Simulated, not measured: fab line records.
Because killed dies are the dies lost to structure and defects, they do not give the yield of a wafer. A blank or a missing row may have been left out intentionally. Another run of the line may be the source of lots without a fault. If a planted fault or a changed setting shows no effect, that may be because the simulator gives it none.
A lot that was struck, set against a sound lot + flow n5 finfet + 16 steps out of a route of 1938
Sound: wafers L249.1, L249.3, L249.4. The struck wafers were L242.3, L242.4, L242.6. The cause is named last.
Per side, at each step with rows, come the tool, then ch with its chambers, and then its first start. Under that, the readings that differ: sound wafers + struck wafers + difference of the means + sigmas: that difference in standard deviations of wafers without a fault.
alike: a reading whose means differ by less than 2 such deviations, as well as words and numbers matching on both sides. not compared: withheld readings; readings where some wafer has no value; bounds like >300 that might hide an equal value; numbers whose values overlap and for which the record gives no deviation.
A row with sigmas, a row that says differs or no value, or rows on one side alone: a step with any of these is where the two part. When numbers do not overlap yet have no deviation, they are printed without sigmas and do not part them. A reading missing from all wafers of one side parts the sides only when that side holds two or more wafers.

N5_BEOL_M1_PRE_CLEAN_60: time 15 s.
  sound on cvd co-02 ch 0,1,2, day 10 02:52; struck on cvd co-01 ch 1,2, day 8 04:01
  alike: heater power w
then, 2 steps without rows for these wafers: N5_BEOL_M1_CO_CAP_55 (material Co, precursor CCTBA/H2, target thk 2 nm, time 102.1 s); N5_BEOL_M1_PRE_CLEAN_56 (time 15 s).
N5_BEOL_M1_DEP_57: deposits SiCN from 3MS/NH3, target thk 8 nm, time 14 s.
  sound on pecvd-03 ch 0,1, day 10 03:01; struck on pecvd-02 ch 0,1,2, day 8 04:10
  alike: showerhead plenum p Torr, throttle valve pct
N5_BEOL_M1_RS_MEAS_58: the measuring method here is four-point-probe.
  struck on film metro-01, day 8 04:14; sound on film metro-01, day 10 03:05
  alike: M1_RS
N5_BEOL_M1_INSPECT_59: inspects for defects (darkfield).
  struck on defect inspect-01, day 8 04:16; sound on defect inspect-01, day 10 03:07
  alike: raw defect count
N5_BEOL_M2_ILD_DEP_00: deposits SiOC from DEMS/O2, target thk 79 nm, time 15.3 s.
  sound on pecvd-01 ch 0,1, day 10 03:09; struck on pecvd-01 ch 0,1,2, day 8 04:17
  alike: heater power w, showerhead plenum p Torr, throttle valve pct
N5_BEOL_M2_THK_MEAS_01:
  struck on film metro-01, day 8 04:22; sound on film metro-01, day 10 03:14
  alike: M2_ILD_THK
N5_BEOL_M2_PECVD_72: deposits SiO2 from TEOS/O2, target thk 16 nm, time 18 s.
  sound on pecvd-04 ch 0,1,2, day 10 03:17; struck on pecvd-02 ch 0,1,2, day 8 04:24
  alike: heater power w, showerhead plenum p Torr, throttle valve pct
N5_BEOL_M2_HM_DEP_02: deposits TiN, target thk 20 nm.
  struck on pvd sputter-02, day 8 05:22; sound on pvd sputter-01, day 10 03:20
  alike: throttle valve pct
then, 2 steps without rows for these wafers: N5_BEOL_M2_COAT_61 (time 60 s, resist thk 60 nm); N5_BEOL_M2_COAT_62 (time 60 s, resist thk 12 nm).
N5_BEOL_M2_COAT_73: time 60 s, resist thk 5 nm.
  sound on litho track-04 ch 0, day 10 03:28; struck on litho track-01 ch 0, day 8 05:30
| reading                  | sound                | struck               | difference | sigmas |
|--------------------------|----------------------|----------------------|------------|--------|
| heater power total W (W) | 392.6 393.7 392.0    | 378.1 380.4 382.1    | -12.6      | -9     |
| plate temp C (C)         | 205.04 204.90 205.17 | 200.03 200.02 200.04 | -5.01      | -29    |
then, 1 step without rows for these wafers: N5_BEOL_M2_COAT_05 (resist thk 30 nm).
N5_BEOL_M4_RC_MEAS_101:
  sound on prober-01 ch 0, day 11 09:43; struck on prober-01 ch 0, day 9 08:28
  alike: DIBL_N, DIBL_P, IOFF_N, IOFF_P, ION_N, ION_P, SS_N, SS_P, VT_N, VT_P
N5_PASSIVATION_PROBE_49:
  the record has rows for the sound wafers here (prober-01, day 15 10:08) and none for the struck ones

## WHERE THEY PART
First at N5_BEOL_M2_COAT_73; last, within this record, at N5_PASSIVATION_PROBE_49.

WHY: what had been put in by the simulator
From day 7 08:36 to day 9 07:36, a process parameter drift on litho track-01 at N5_BEOL_M2_COAT_73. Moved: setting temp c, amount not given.
